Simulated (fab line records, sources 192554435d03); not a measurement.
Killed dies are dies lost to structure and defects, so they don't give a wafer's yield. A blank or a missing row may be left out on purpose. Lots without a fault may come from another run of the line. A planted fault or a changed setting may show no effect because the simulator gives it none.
Which tool did it? | flow n5_finfet | 12 lots, 36 wafers sampled, at 1 step of a route of 1938

WHAT THE GAUGES READ, wafer by wafer
N5_BEOL_M11_CD_MEAS_18: pitch 140 nm, target cd 70 nm.
lot  | measured     | on        | cd_nm (nm)
L075 | day 11 14:30 | cd_sem-01 | 69.4 70.0 69.6
L076 | day 11 22:46 | cd_sem-02 | 70.0 70.5 71.3
L080 | day 12 07:51 | cd_sem-01 | 69.2 70.3 69.9
L081 | day 13 00:13 | cd_sem-02 | 70.3 70.0 69.5
L082 | day 13 08:11 | cd_sem-03 | 69.4 70.3 70.6
L085 | day 14 10:53 | cd_sem-01 | 71.1 70.8 70.5
L089 | day 14 14:23 | cd_sem-02 | 70.1 70.5 71.1
L088 | day 14 21:29 | cd_sem-03 | 70.5 70.9 70.4
L092 | day 15 12:07 | cd_sem-02 | 69.8 69.9 69.6
L094 | day 15 22:23 | cd_sem-02 | 69.8 70.4 69.7
L095 | day 16 11:47 | cd_sem-03 | 69.5 69.4 69.2
L097 | day 16 16:10 | cd_sem-03 | 70.5 70.7 69.9

WHICH TOOL RAN EACH LOT (tool, then ch and the chambers of the sampled wafers, then the start)
The record holds no process step before these readings.

THE ANSWER, worked out from the rows above alone
Rule: what is usual is taken from the lots themselves. Put in order of their means at a reading, lots are off if they are a third of the lots or fewer, leave a main group of 4 or more, and stand apart from it by a gap of 3 or more times the standard deviation of the main group's means; of several such gaps the widest counts. A main group whose means are all the same, to the digits that the tables above print for the reading, isn't used. A lot without any number at a reading at which 4 lots or more have one is off too. The other lots that the step has rows for count as sound.
No lot is off at any reading shown: from this, nothing can be told.

WHAT THE SIMULATOR HAD PUT IN
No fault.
